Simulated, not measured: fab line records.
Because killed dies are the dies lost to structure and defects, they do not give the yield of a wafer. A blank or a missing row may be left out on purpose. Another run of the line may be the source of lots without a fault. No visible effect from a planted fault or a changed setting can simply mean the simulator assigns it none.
Chamber matching + flow nand_harc + ald_hk-01 running NHARC_A_CHANNEL_FILL_D1_ALD_02: 4 sister chambers
The step deposits SiO2, target thk 6 nm, pulse time 10 s, ald cycles 60. 14 wafers are shown with their chamber, then 6 later ones without.

== WAFERS WITH THEIR CHAMBER ==
| wafer  | chamber | heater_power_w (W) | precursor_pulse_height_rel |
|--------|---------|--------------------|----------------------------|
| L388.3 | 2       | 514                | 1.021                      |
| L388.4 | 1       | 404                | 1.022                      |
| L388.6 | 3       | 458                | 1.017                      |
| L390.2 | 1       | 408                | 1.010                      |
| L390.3 | 2       | 530                | 1.022                      |
| L390.5 | 1       | 411                | 1.007                      |
| L391.1 | 2       | 534                | 1.024                      |
| L391.2 | 0       | 446                | 1.014                      |
| L391.3 | 3       | 458                | 1.010                      |
| L395.1 | 3       | 461                | 0.981                      |
| L395.4 | 0       | 464                | 0.991                      |
| L395.6 | 3       | 451                | 1.031                      |
| L399.3 | 2       | 547                | 0.999                      |
| L402.2 | 0       | 460                | 0.983                      |

SIGNATURES (averages over the wafers above)
| reading                    | chamber 0 | chamber 1 | chamber 2 | chamber 3 | scatter within a chamber |
|----------------------------|-----------|-----------|-----------|-----------|--------------------------|
| heater_power_w             | 456.67    | 407.67    | 531.25    | 457.00    | 9.01                     |
| precursor_pulse_height_rel | 0.99600   | 1.01300   | 1.01650   | 1.00975   | 0.0155                   |
Rule: for each reading, subtract the chamber's mean from the wafer's reading, divide by that reading's scatter and square the result; add these up over the readings and take the root, which gives the wafer's distance from the chamber. The wafer belongs to the nearest chamber; if the next one is less than 2 further off, it can't be placed. The scatter: the root of (the sum of the squares of (reading less its chamber's mean) over the shown wafers, divided by (wafers less chambers)).

== WAFERS WHOSE CHAMBER IS MISSING ==
| wafer  | heater_power_w (W) | precursor_pulse_height_rel |
|--------|--------------------|----------------------------|
| L402.4 | 407                | 1.043                      |
| L402.6 | 462                | 1.007                      |
| L404.2 | 534                | 0.996                      |
| L408.3 | 418                | 0.962                      |
| L408.4 | 540                | 0.998                      |
| L408.6 | 468                | 0.955                      |

== EACH ONE'S CHAMBER ==
| wafer  | from the rows above          | in truth |
|--------|------------------------------|----------|
| L402.4 | 1                            | 1        |
| L402.6 | can't be placed: 3 or 0      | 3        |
| L404.2 | 2                            | 2        |
| L408.3 | can't be placed: 1 or 0 or 3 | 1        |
| L408.4 | 2                            | 2        |
| L408.6 | can't be placed: 0 or 3      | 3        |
Correctly placed: 3 of 6. These rows do not allow placing 3 (true chamber among the candidates in 3). Placed wrongly: 0.
